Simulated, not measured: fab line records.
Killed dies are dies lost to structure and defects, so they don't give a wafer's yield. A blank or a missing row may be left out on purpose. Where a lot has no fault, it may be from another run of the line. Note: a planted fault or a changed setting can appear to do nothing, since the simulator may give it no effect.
Split-lot study -- flow n5 finfet -- on a route of 1938 steps: 7 lots, 21 wafers read

## ABOUT THE SPLIT
At N5_WELL_APT_PEB_23 (peb time 90 s), the setting peb temp c was moved away from the recipe's 130 C on 6 of the 21 wafers read, by -1.8% to +2.5%. This setting was run at the recipe's value on the other wafers.

## FROM THE SPLIT TO THE READING: what the file shows between them, 2 steps
- N5_WELL_APT_DEVELOP_24: develop time 45 s
- N5_WELL_APT_HARDBAKE_29: time 120 s

## THE READING
Shown in nm: cd nm at N5_WELL_APT_CD_MEAS_25, with target cd 200 nm. A value of 199.9 nm with a standard deviation of 1.9 nm is what fault-free wafers of this fab line usually give.

wafer,"tool, chamber at the split","peb temp c as run, C",against the recipe,"cd nm, nm",against lot-mates on the recipe
L076.1,"litho track-02, 0",132.4,+1.8%,210.1,+21.0
L076.2,"litho track-02, 0",132.4,+1.8%,206.2,+17.1
L076.3,"litho track-02, 0",130,recipe,189.1,-
L078.4,"litho track-05, 0",133.3,+2.5%,212.4,+16.2
L078.5,"litho track-05, 0",130,recipe,198.2,-
L078.6,"litho track-05, 0",130,recipe,194.3,-
L082.3,"litho track-02, 0",131,+0.8%,205.0,+1.6
L082.5,"litho track-02, 0",130,recipe,201.7,-
L082.6,"litho track-02, 0",130,recipe,205.1,-
L085.2,"litho track-02, 0",130,recipe,202.3,-
L085.3,"litho track-02, 0",127.6,-1.8%,189.0,-13.3
L085.4,"litho track-02, 0",127.6,-1.8%,181.3,-21.0
L086.2,"litho track-03, 0",130,recipe,199.5,-
L086.5,"litho track-03, 0",130,recipe,196.5,-
L086.6,"litho track-03, 0",130,recipe,200.4,-
L089.1,"litho track-03, 0",130,recipe,201.3,-
L089.2,"litho track-03, 0",130,recipe,201.6,-
L089.4,"litho track-03, 0",130,recipe,200.9,-
L091.1,"litho track-05, 0",130,recipe,198.4,-
L091.3,"litho track-05, 0",130,recipe,197.1,-
L091.4,"litho track-05, 0",130,recipe,191.4,-

THE FIT
A straight line over all 21 wafers: cd nm changes by +6.11 nm for each +1% of peb temp c; r = +0.84; the points scatter about the line by 4.1 nm.
The same after taking each lot's own level away (the mean of its wafers on the recipe; 21 wafers): +8.56 nm for each +1%; r = +0.95; scatter 3 nm.
Per that fit: largest peb temp c move, reading shift of 22 nm.
From 189.10 to 203.40 nm: that is the span of the lots' own levels, equal to 7.5 times the standard deviation above.
In other words, the slope is changed by the lot-to-lot level; the two fits disagree.
Check: for one of the wafers moved furthest among these (+2.5%), held out of the fit, the line's prediction against its lot-mates is +24 nm. It came out at +16.2 nm against them.

## THESE WAFERS: OTHER SPLITS
These wafers also went through other splits before the reading. Each is held against what the fit with the lots' levels taken away leaves over:
other split on the same wafers,wafers away from the commonest value,r with cd nm (lot level and that fit taken away)
N5_WELL_APT_EXPOSE_22 dose mj,9,+0.37

## THE WHOLE CHAIN: every reading that the file lists as answering this split, in the file's order
step,what it does,reading,change (the file's fit),r (the file's)
N5_WELL_APT_CD_MEAS_25,target cd 200 nm,cd nm,+7.87 nm for each +1% of the setting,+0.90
N5_WELL_APT_DESCUM_30,"chemistry O2, time 7.9 s","WELL_APT.cd nm (the simulator's own value, which no gauge read)",+7.82 nm for each +1% of the setting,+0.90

## THE FILE'S OWN FIT
cd nm changes by +7.87 nm for each +1% of peb temp c, r = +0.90.
